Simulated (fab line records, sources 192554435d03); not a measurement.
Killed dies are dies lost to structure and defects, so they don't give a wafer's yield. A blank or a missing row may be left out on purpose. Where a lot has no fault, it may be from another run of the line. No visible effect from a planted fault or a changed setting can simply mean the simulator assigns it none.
Chamber matching / flow n5-finfet / N5_BEOL_M4_CO_CAP_55 on cvd-co-02: 3 sister chambers
The step material Co, precursor CCTBA/H2, target thk 2 nm, time 102.1 s. 3 wafers are shown with their chamber, then 12 later ones without.

EACH WAFER AND ITS CHAMBER
wafer=L091.1; chamber=1; heater-power-w (W)=275
wafer=L091.4; chamber=2; heater-power-w (W)=207
wafer=L091.6; chamber=0; heater-power-w (W)=232

WAFERS WITH NO CHAMBER GIVEN
wafer=L096.1; heater-power-w (W)=212
wafer=L096.2; heater-power-w (W)=263
wafer=L096.3; heater-power-w (W)=231
wafer=L096.4; heater-power-w (W)=264
wafer=L096.5; heater-power-w (W)=211
wafer=L096.6; heater-power-w (W)=226
wafer=L097.1; heater-power-w (W)=205
wafer=L097.2; heater-power-w (W)=268
wafer=L097.3; heater-power-w (W)=236
wafer=L097.4; heater-power-w (W)=200
wafer=L097.5; heater-power-w (W)=233
wafer=L097.6; heater-power-w (W)=269

WHICH CHAMBER EACH ONE RAN IN
wafer=L096.1; from the rows above=2; in truth=2
wafer=L096.2; from the rows above=1; in truth=1
wafer=L096.3; from the rows above=0; in truth=0
wafer=L096.4; from the rows above=1; in truth=1
wafer=L096.5; from the rows above=2; in truth=2
wafer=L096.6; from the rows above=0; in truth=0
wafer=L097.1; from the rows above=2; in truth=2
wafer=L097.2; from the rows above=1; in truth=1
wafer=L097.3; from the rows above=0; in truth=0
wafer=L097.4; from the rows above=2; in truth=2
wafer=L097.5; from the rows above=0; in truth=0
wafer=L097.6; from the rows above=1; in truth=1
Correct placement for 12 of the 12. Can't be placed from these rows: 0. 0 placed wrongly.
How it was worked out, from the rows above alone: a wafer's distance from a chamber is the root of the sum, over the readings, of the square of ((its reading less the chamber's mean) divided by the reading's scatter). If the next closest chamber is less than 2 further off than the closest, the wafer can't be placed; otherwise it belongs to the closest. A chamber's mean is the mean of its shown wafers. The scatter (one wafer shown for each chamber): square how far every hidden wafer sits from the nearest shown wafer, average those squares and take the square root.
